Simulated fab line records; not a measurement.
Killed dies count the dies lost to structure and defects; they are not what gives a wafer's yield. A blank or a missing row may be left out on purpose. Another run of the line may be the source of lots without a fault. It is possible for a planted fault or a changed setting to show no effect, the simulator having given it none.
Struck lot and sound lot, side by side / flow n5Finfet / 15 out of 1938 route steps
Sound: these wafers, L629.1, L629.4, L629.6. Struck: wafer L638.4 (L638.1, L638.3, from the same lot, were not struck and are left out); the cause is given at the end.
Per side, at each step with rows, come the tool, then ch with its chambers, and then its first start. Under that, the readings that differ: sound wafers / struck wafers / difference of the means / sigmas: that difference in standard deviations of wafers without a fault.
alike: readings whose means differ by less than 2 such deviations, and words and numbers that are the same on both sides. not compared: withheld readings, readings that some wafer has no value for, bounds like >300 that may hide the same value, and numbers for which the record gives no deviation and whose values overlap.
The two part at a step that has a row with sigmas, a row that says differs or no value, or rows on one side only. When numbers do not overlap yet have no deviation, they are printed without sigmas and do not part them. A reading missing from all wafers of one side parts the sides only when that side holds two or more wafers.

first, 1 step without rows for these wafers: N5_BEOL_M0_TRENCH_ETCH_107 (etches SiOC in C4F6/O2, target depth 32.8 nm, time 16.4 s).
N5_BEOL_M0_STRIP_142: strips in N2/H2, time 10 s.
  sound on rieDiel-04 ch 0,1, day 6 22:23; struck on rieDiel-04 ch 1, day 9 04:38
reading=oesProductAu (a.u.); sound=0.70 0.91 0.71; struck=0.96; difference=+0.19; sigmas=+2
  alike: drypumpMotorCurrentA, h2FlowSccm, rfVppV, showerheadPlenumPTorr, throttleValvePct
  not compared: rfHoursCounterH
N5_BEOL_M0_OCD_MEAS_108:
  sound on ocd-02 at day 6 22:28; struck on ocd-01 at day 9 04:43
reading=trenchDepthNm (nm); sound=30.5 31.7 30.5; struck=32.6; difference=+1.7; sigmas=+2
then, 2 steps without rows for these wafers: N5_BEOL_M0_HM_STRIP_129 (strips TiN in peroxide tin strip, target depth 17 nm, time 108 s); N5_BEOL_M0_SRD_130 (time 30 s).
N5_BEOL_M0_ETCH_109: etches SiCN in CH3F/O2, target depth 8 nm, overetch 2.4 nm, time 27.4 s.
  sound on rieDiel-06 ch 0,2, day 6 22:34; struck on rieDiel-02 ch 2, day 9 05:04
  alike: drypumpMotorCurrentA, mfcArSccm, oesProductAu, rfVppV, showerheadPlenumPTorr, throttleValvePct
  not compared: rfHoursCounterH
then, 2 steps without rows for these wafers: N5_BEOL_M0_STRIP_139 (strips in post etch residue remover, time 60 s); N5_BEOL_M0_SRD_111 (time 30 s).
N5_BEOL_M0_DEGAS_112: time 60 s.
  sound on pvdSputter-01 at day 6 23:14; struck on pvdSputter-01 at day 9 05:26
  alike: heaterPowerW, susceptorTempC
then, 1 step without rows for these wafers: N5_BEOL_M0_PRE_CLEAN_113 (time 30 s).
N5_BEOL_M0_ALD_136: deposits TaN, pulse time 2 s, purge time 3 s, co reactant purge time 2 s.
  sound on aldMetal-03 ch 0,3, day 6 23:22; struck on aldMetal-01 ch 3, day 9 05:46
reading=susceptorTempC (C); sound=275.02 274.91 274.73; struck=275.35; difference=+0.46; sigmas=+2
  alike: heaterPowerW, precursorVesselPressureTorr
after that, 1 step had no rows for these wafers: N5_BEOL_M0_SURFACE_TREAT_137.
N5_BEOL_M0_CVD_115: deposits Co from CCTBA/H2, time 120 s.
  sound on cvdCo-01 ch 1,2, day 6 23:39; struck on cvdCo-02 ch 2, day 9 07:08
reading=runLengthS (s); sound=142.9 142.7 143.6; struck=70.8; difference=-72.3; sigmas=-99 or more
N5_BEOL_M0_SPUTTER_116: material Cu, target thk 4 nm, time 7.37 s.
  sound on pvdSputter-03 at day 6 23:45; struck on pvdSputter-02 at day 9 07:16
  alike: susceptorTempC, throttleValvePct
-- a jump in the record: the struck wafers' starts before and after are 2 days apart (it breaks off in module BEOL_M0 and resumes in module BEOL_M4, where the first step shown is number 1111 of the route) --
N5_BEOL_M4_RC_MEAS_101:
  sound on prober-02 ch 0, day 9 11:26; struck on prober-02 ch 0, day 11 13:45
reading=DIBL_P (mV/V); sound=32 34 29; struck=38; difference=+6; sigmas=+2
reading=SS_N (mV/dec); sound=70.5 70.8 69.5; struck=72.3; difference=+2.0; sigmas=+2
reading=VT_N (mV); sound=256 255 261; struck=249; difference=-8; sigmas=-2
  alike: DIBL_N, IOFF_N, IOFF_P, ION_N, ION_P, SS_P, VT_P

## WHERE THEY PART
Last at N5_BEOL_M4_RC_MEAS_101 as far as this record goes, first at N5_BEOL_M0_STRIP_142.

WHY: what the simulator had put in
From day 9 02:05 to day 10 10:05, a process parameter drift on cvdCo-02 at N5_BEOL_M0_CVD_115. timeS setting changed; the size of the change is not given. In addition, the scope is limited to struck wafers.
